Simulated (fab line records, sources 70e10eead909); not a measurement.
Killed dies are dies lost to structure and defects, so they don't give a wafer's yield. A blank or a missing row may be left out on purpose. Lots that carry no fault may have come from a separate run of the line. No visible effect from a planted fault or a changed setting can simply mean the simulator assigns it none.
Comparing a struck lot with a sound one    flow nand-harc    14 out of 1159 route steps
Sound: the wafers L906.3, L906.5, L906.6. Struck: wafer L918.4 (left out: L918.2, L918.3 of the same lot, which were not struck); the cause appears at the end.
At each step with rows: each side's tool, then ch and its chambers, then its first start. Under that, the readings that differ: sound wafers    struck wafers    difference of the means    sigmas: that difference in standard deviations of wafers without a fault.
alike: a reading whose means differ by less than 2 such deviations, as well as words and numbers matching on both sides. not compared: withheld readings; readings where some wafer has no value; bounds like >300 that might hide an equal value; numbers whose values overlap and for which the record gives no deviation.
The two part at a step that has a row with sigmas, a row that says differs or no value, or rows on one side only. Non-overlapping numbers with no deviation appear without sigmas and do not part them. A reading missing from all wafers of one side parts the sides only when that side holds two or more wafers.

first, 1 step without rows for these wafers: NHARC_A_STAIRCASE_TRIM_220 (chemistry O2, time 211.2 s).
NHARC_A_STAIRCASE_ETCH_221: etches the open film in C4F8/O2, target depth 100 nm, time 40.5 s.
  sound on rie-diel-09 ch 0,1,2; struck on rie-diel-09 ch 3
  alike: oes-product-au, rf-vpp-V
  not compared: rf-hours-counter-h
then, 1 step without rows for these wafers: NHARC_A_STAIRCASE_TRIM_222 (chemistry O2, time 211.2 s).
NHARC_A_STAIRCASE_ETCH_223: etches the open film in C4F8/O2, target depth 100 nm, time 40.5 s.
  sound on rie-diel-09 ch 2,3; struck on rie-diel-09 ch 0
  alike: oes-product-au, rf-vpp-V
  not compared: rf-hours-counter-h
NHARC_A_STAIRCASE_TRIM_224: chemistry O2, time 211.2 s.
  sound on rie-diel-09 ch 0,1,3; struck on rie-diel-09 ch 1
  alike: drypump-motor-current-A, oes-product-au, rf-vpp-V, showerhead-plenum-p-Torr, throttle-valve-pct
  not compared: rf-hours-counter-h
then, 3 steps without rows for these wafers: NHARC_A_STAIRCASE_ETCH_225 (etches the open film in C4F8/O2, target depth 100 nm, time 40.5 s); NHARC_A_STAIRCASE_TRIM_226 (chemistry O2, time 211.2 s); NHARC_A_STAIRCASE_ETCH_227 (etches the open film in C4F8/O2, target depth 100 nm, time 40.5 s).
NHARC_A_STAIRCASE_TRIM_229: chemistry O2, time 211.2 s.
  sound on rie-diel-10 ch 2,3, day 12 22:26; struck on rie-diel-09 ch 2, day 15 23:50
reading                      sound        struck  difference  sigmas
drypump-motor-current-A (A)  5.1 5.0 5.8  6.5     +1.2        +3
  alike: oes-product-au, rf-vpp-V, showerhead-plenum-p-Torr, throttle-valve-pct
  not compared: rf-hours-counter-h
then, 1 step without rows for these wafers: NHARC_A_STAIRCASE_ETCH_230 (etches the open film in C4F8/O2, target depth 100 nm, time 40.5 s).
NHARC_A_STAIRCASE_TRIM_231: chemistry O2, time 211.2 s.
  sound on rie-diel-10 ch 0,1,2; struck on rie-diel-09 ch 2
reading                      sound        struck  difference  sigmas
drypump-motor-current-A (A)  5.7 5.4 5.1  6.5     +1.1        +2
  alike: oes-product-au, rf-vpp-V, showerhead-plenum-p-Torr, throttle-valve-pct
  not compared: rf-hours-counter-h
NHARC_A_STAIRCASE_ETCH_232: etches the open film in C4F8/O2, target depth 100 nm, time 40.5 s.
  sound on rie-diel-10 ch 1,2,3, day 12 22:58; struck on rie-diel-09 ch 0, day 16 00:19
reading                sound              struck  difference  sigmas
oes-product-au (a.u.)  0.969 0.949 0.950  0.787   -0.169      -15
  alike: rf-vpp-V
  not compared: rf-hours-counter-h
then, 1 step without rows for these wafers: NHARC_A_STAIRCASE_TRIM_233 (chemistry O2, time 211.2 s).
-- break in the record here, with 8 days between the starts of the struck wafers on either side (left off in module A_STAIRCASE, picked up again in module END, where the first step shown is number 1159 on the route) --
NHARC_END_SORT_01:
  sound on prober-02 ch 0, day 21 05:02; struck on prober-01 ch 0, day 24 08:15
reading          sound     struck  difference  sigmas
killed-at-array  22 19 28  145     +122        +15
killed-dies      26 22 30  149     +123        +14
  alike: killed-at-other, killed-at-periphery, killed-open, killed-short

## WHERE THEY PART
Last at NHARC_END_SORT_01 as far as this record goes, first at NHARC_A_STAIRCASE_TRIM_229.

WHY: what the simulator had put in
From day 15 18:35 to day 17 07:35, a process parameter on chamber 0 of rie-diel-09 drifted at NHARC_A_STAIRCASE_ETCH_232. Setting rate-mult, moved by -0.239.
